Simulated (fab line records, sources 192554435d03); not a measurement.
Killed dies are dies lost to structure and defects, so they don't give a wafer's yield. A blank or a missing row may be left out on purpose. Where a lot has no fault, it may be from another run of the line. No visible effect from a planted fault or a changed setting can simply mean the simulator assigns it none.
Which tool was responsible? -- flow n5 finfet -- 72 wafers from 24 lots sampled at 6 of the route's 1938 steps

## WHAT THE GAUGES READ, wafer by wafer
N5_BEOL_M11_INSPECT_58: inspects for defects (darkfield). Usual: raw defect count at 72, with a standard deviation of 19.
lot,measured,on,raw defect count,flag
L074,day 10 10:22,defect inspect-01,41 82 69,
L075,day 10 11:47,defect inspect-01,47 53 65,
L077,day 10 13:48,defect inspect-01,73 98 76,
L076,day 10 13:59,defect inspect-01,55 49 80,
L078,day 11 05:16,defect inspect-02,70 34 80,
L079,day 11 12:53,defect inspect-02,76 52 68,
L080,day 11 15:08,defect inspect-02,70 80 74,
L081,day 11 18:07,defect inspect-02,72 35 46,
L082,day 11 20:42,defect inspect-02,54 61 68,
L083,day 12 19:10,defect inspect-02,63 59 60,
L085,day 13 04:35,defect inspect-02,57 125 108,
L086,day 13 05:33,defect inspect-01,65 52 75,
L084,day 13 06:26,defect inspect-02,91 87 58,
L087,day 13 10:37,defect inspect-02,59 49 83,
L088,day 13 22:24,defect inspect-02,69 84 77,
L089,day 14 06:53,defect inspect-02,90 79 64,
L091,day 14 07:10,defect inspect-02,116 120 36,
L090,day 14 08:36,defect inspect-02,51 63 75,
L093,day 15 01:04,defect inspect-02,99 98 98,
L092,day 15 06:53,defect inspect-01,93 77 58,
L094,day 15 13:04,defect inspect-02,78 65 80,
L095,day 16 02:56,defect inspect-02,80 63 66,
L097,day 16 19:53,defect inspect-02,54 43 58,
L096,day 16 22:28,defect inspect-02,85 85 92,

N5_BEOL_M12_CD_MEAS_10: target cd 140 nm. Usual: cd nm at 139.9 nm, with a standard deviation of 1.3.
lot,measured,on,cd nm (nm),flag
L074,day 10 10:58,cd sem-03,140.5 141.2 142.3,
L075,day 10 12:15,cd sem-03,140.6 141.7 142.2,
L077,day 10 14:16,cd sem-02,139.9 139.4 140.9,
L076,day 10 14:35,cd sem-02,141.3 140.8 140.0,
L078,day 11 05:55,cd sem-01,140.6 140.7 140.7,
L079,day 11 13:29,cd sem-02,139.7 139.0 140.1,
L080,day 11 15:36,cd sem-01,142.4 139.3 139.5,
L081,day 11 18:38,cd sem-01,141.3 141.2 140.8,
L082,day 11 21:18,cd sem-01,137.6 139.8 139.4,
L083,day 12 19:46,cd sem-03,139.9 138.9 142.4,
L085,day 13 05:04,cd sem-03,140.4 139.9 140.3,
L086,day 13 06:09,cd sem-03,141.0 140.2 139.5,
L084,day 13 07:01,cd sem-03,139.1 137.4 138.3,
L087,day 13 11:05,cd sem-02,137.7 139.2 139.1,
L088,day 13 23:00,cd sem-03,136.8 137.4 136.5,
L089,day 14 07:29,cd sem-02,138.8 141.4 140.6,
L091,day 14 07:38,cd sem-02,139.8 139.8 140.5,
L090,day 14 09:04,cd sem-03,137.9 140.1 138.9,
L093,day 15 01:32,cd sem-02,137.3 138.7 140.0,
L092,day 15 07:29,cd sem-03,139.4 139.8 138.8,
L094,day 15 13:32,cd sem-03,140.7 140.9 139.5,
L095,day 16 03:25,cd sem-01,137.5 139.2 139.3,
L097,day 16 20:29,cd sem-01,140.8 141.1 140.1,
L096,day 16 22:56,cd sem-03,138.9 140.6 139.2,

N5_BEOL_M12_INSPECT_12: inspects for defects (macro). Usual: raw defect count at 2.1, with a standard deviation of 1.4.
lot,measured,on,raw defect count,flag
L074,day 10 11:01,defect inspect-01,2 2 4,
L075,day 10 12:22,defect inspect-01,2 3 2,
L077,day 10 14:19,defect inspect-01,2 1 3,
L076,day 10 14:38,defect inspect-01,2 3 0,
L078,day 11 05:58,defect inspect-01,3 1 4,
L079,day 11 13:32,defect inspect-02,5 1 3,
L080,day 11 15:40,defect inspect-02,1 2 1,
L081,day 11 18:42,defect inspect-02,2 2 4,
L082,day 11 21:21,defect inspect-02,4 4 1,
L083,day 12 19:50,defect inspect-02,5 3 3,
L085,day 13 05:07,defect inspect-01,2 3 2,
L086,day 13 06:12,defect inspect-02,1 2 3,
L084,day 13 07:05,defect inspect-02,1 1 2,
L087,day 13 11:08,defect inspect-02,0 3 3,
L088,day 13 23:03,defect inspect-02,5 4 3,
L089,day 14 07:32,defect inspect-02,3 3 0,
L091,day 14 07:41,defect inspect-02,1 0 1,
L090,day 14 09:08,defect inspect-02,0 3 2,
L093,day 15 01:35,defect inspect-01,1 1 2,
L092,day 15 07:32,defect inspect-01,2 5 1,
L094,day 15 13:35,defect inspect-01,1 1 6,
L095,day 16 03:28,defect inspect-02,1 2 1,
L097,day 16 20:32,defect inspect-02,0 2 5,
L096,day 16 22:59,defect inspect-02,7 2 2,

N5_BEOL_M12_INSPECT_30: inspects for defects (macro). Usual: raw defect count at 2.1, with a standard deviation of 1.4.
lot,measured,on,raw defect count,flag
L074,day 10 11:55,defect inspect-01,3 2 5,
L075,day 10 13:23,defect inspect-01,3 3 5,
L077,day 10 15:22,defect inspect-01,3 3 1,
L076,day 10 15:33,defect inspect-01,1 2 2,
L078,day 11 06:52,defect inspect-02,0 3 2,
L079,day 11 14:31,defect inspect-02,3 1 1,
L080,day 11 16:42,defect inspect-02,2 0 4,
L081,day 11 19:52,defect inspect-02,3 2 0,
L082,day 11 22:19,defect inspect-02,1 2 0,
L083,day 12 20:46,defect inspect-02,1 4 2,
L085,day 13 06:08,defect inspect-02,2 1 1,
L086,day 13 07:15,defect inspect-02,3 0 3,
L084,day 13 08:07,defect inspect-02,4 2 1,
L087,day 13 12:10,defect inspect-01,1 3 0,
L088,day 14 00:05,defect inspect-01,1 4 1,
L089,day 14 08:27,defect inspect-01,1 2 2,
L091,day 14 08:35,defect inspect-01,2 3 1,
L090,day 14 10:16,defect inspect-01,2 3 1,
L093,day 15 02:40,defect inspect-02,3 2 0,
L092,day 15 08:26,defect inspect-01,3 0 0,
L094,day 15 14:30,defect inspect-01,5 0 2,
L095,day 16 04:38,defect inspect-02,4 4 3,
L097,day 16 21:34,defect inspect-02,5 0 1,
L096,day 17 00:02,defect inspect-01,4 1 2,

## EACH LOT AND THE TOOL THAT RAN IT (in order: tool; ch and the chambers of the sampled wafers; start)
lot,N5_BEOL_M11_DEGAS_44,N5_BEOL_M11_ANNEAL_51
L074,"pvd sputter-03, day 10 08:45","rtp anneal-02 ch 0, day 10 09:38"
L075,"pvd sputter-03, day 10 09:27","rtp anneal-01 ch 0, day 10 11:01"
L077,"pvd sputter-02, day 10 12:05","rtp anneal-02 ch 0, day 10 13:06"
L076,"pvd sputter-02, day 10 12:22","rtp anneal-01 ch 0, day 10 13:15"
L078,"pvd sputter-02, day 11 03:25","rtp anneal-02 ch 0, day 11 04:31"
L079,"pvd sputter-03, day 11 11:02","rtp anneal-01 ch 0, day 11 12:11"
L080,"pvd sputter-02, day 11 11:36","rtp anneal-01 ch 0, day 11 14:23"
L081,"pvd sputter-03, day 11 15:30","rtp anneal-02 ch 0, day 11 17:24"
L082,"pvd sputter-03, day 11 19:06","rtp anneal-02 ch 0, day 11 20:02"
L083,"pvd sputter-01, day 12 16:26","rtp anneal-02 ch 0, day 12 18:31"
L085,"pvd sputter-03, day 13 02:52","rtp anneal-01 ch 0, day 13 03:56"
L086,"pvd sputter-03, day 13 03:34","rtp anneal-02 ch 0, day 13 04:49"
L084,"pvd sputter-03, day 13 03:54","rtp anneal-01 ch 0, day 13 05:44"
L087,"pvd sputter-03, day 13 08:51","rtp anneal-01 ch 0, day 13 09:53"
L088,"pvd sputter-03, day 13 20:49","rtp anneal-01 ch 0, day 13 21:40"
L089,"pvd sputter-02, day 14 02:53","rtp anneal-01 ch 0, day 14 06:09"
L091,"pvd sputter-03, day 14 05:08","rtp anneal-01 ch 0, day 14 06:25"
L090,"pvd sputter-02, day 14 05:40","rtp anneal-01 ch 0, day 14 07:57"
L093,"pvd sputter-01, day 14 23:12","rtp anneal-02 ch 0, day 15 00:22"
L092,"pvd sputter-02, day 15 05:12","rtp anneal-02 ch 0, day 15 06:16"
L094,"pvd sputter-03, day 15 11:15","rtp anneal-02 ch 0, day 15 12:19"
L095,"pvd sputter-01, day 16 00:42","rtp anneal-02 ch 0, day 16 02:12"
L097,"pvd sputter-02, day 16 17:17","rtp anneal-01 ch 0, day 16 19:08"
L096,"pvd sputter-02, day 16 18:23","rtp anneal-02 ch 0, day 16 21:36"
- N5_BEOL_M11_DEGAS_44: time 60 s.
- N5_BEOL_M11_ANNEAL_51: time 90 s.

## AS READ BY THE TOOLS THEMSELVES (means over the sampled wafers that have a number; for cases with no such wafer, the mark the record gives instead)
N5_BEOL_M11_DEGAS_44. Usual: heater power w at 331 W, with a standard deviation of 38.
lot,tool,heater power w (W),flag
L074,pvd sputter-03,363,
L075,pvd sputter-03,322,
L077,pvd sputter-02,349,
L076,pvd sputter-02,346,
L078,pvd sputter-02,344,
L079,pvd sputter-03,320,
L080,pvd sputter-02,333,
L081,pvd sputter-03,342,
L082,pvd sputter-03,300,
L083,pvd sputter-01,312,
L085,pvd sputter-03,328,
L086,pvd sputter-03,316,
L084,pvd sputter-03,322,
L087,pvd sputter-03,345,
L088,pvd sputter-03,321,
L089,pvd sputter-02,350,
L091,pvd sputter-03,317,
L090,pvd sputter-02,339,
L093,pvd sputter-01,341,
L092,pvd sputter-02,347,
L094,pvd sputter-03,351,
L095,pvd sputter-01,307,
L097,pvd sputter-02,340,
L096,pvd sputter-02,345,

N5_BEOL_M11_ANNEAL_51. Usual: wafer_temp_C_max at 225.76, with a standard deviation of 0.28.
lot,tool,wafer_temp_C_max,flag
L074,rtp anneal-02,225.78,
L075,rtp anneal-01,225.76,
L077,rtp anneal-02,225.55,
L076,rtp anneal-01,226.16,
L078,rtp anneal-02,225.57,
L079,rtp anneal-01,226.11,
L080,rtp anneal-01,226.12,
L081,rtp anneal-02,225.46,
L082,rtp anneal-02,225.72,
L083,rtp anneal-02,225.85,
L085,rtp anneal-01,226.12,
L086,rtp anneal-02,225.64,
L084,rtp anneal-01,226.07,
L087,rtp anneal-01,225.75,
L088,rtp anneal-01,225.83,
L089,rtp anneal-01,225.86,
L091,rtp anneal-01,225.84,
L090,rtp anneal-01,226.06,
L093,rtp anneal-02,225.72,
L092,rtp anneal-02,225.44,
L094,rtp anneal-02,225.50,
L095,rtp anneal-02,225.51,
L097,rtp anneal-01,225.60,
L096,rtp anneal-02,225.71,

## THE ANSWER, worked out from the rows above alone
Rule: take the mean of a lot's wafers that have a number; if it is more than 3 standard deviations from the usual mean, the lot is off. Also off: a lot with no number at a reading for which 4 or more lots have one. The other lots that the step has rows for count as sound. First the gauges in route order, then the tools' own readings, where a lot's mean is used as printed above. The first step at which some lot is off is used, and at that step the reading that is off furthest; a lot without a number counts as furthest.
No lot is off on any of the readings shown, so nothing can be concluded from this.

## WHAT HAD BEEN PUT IN BY THE SIMULATOR
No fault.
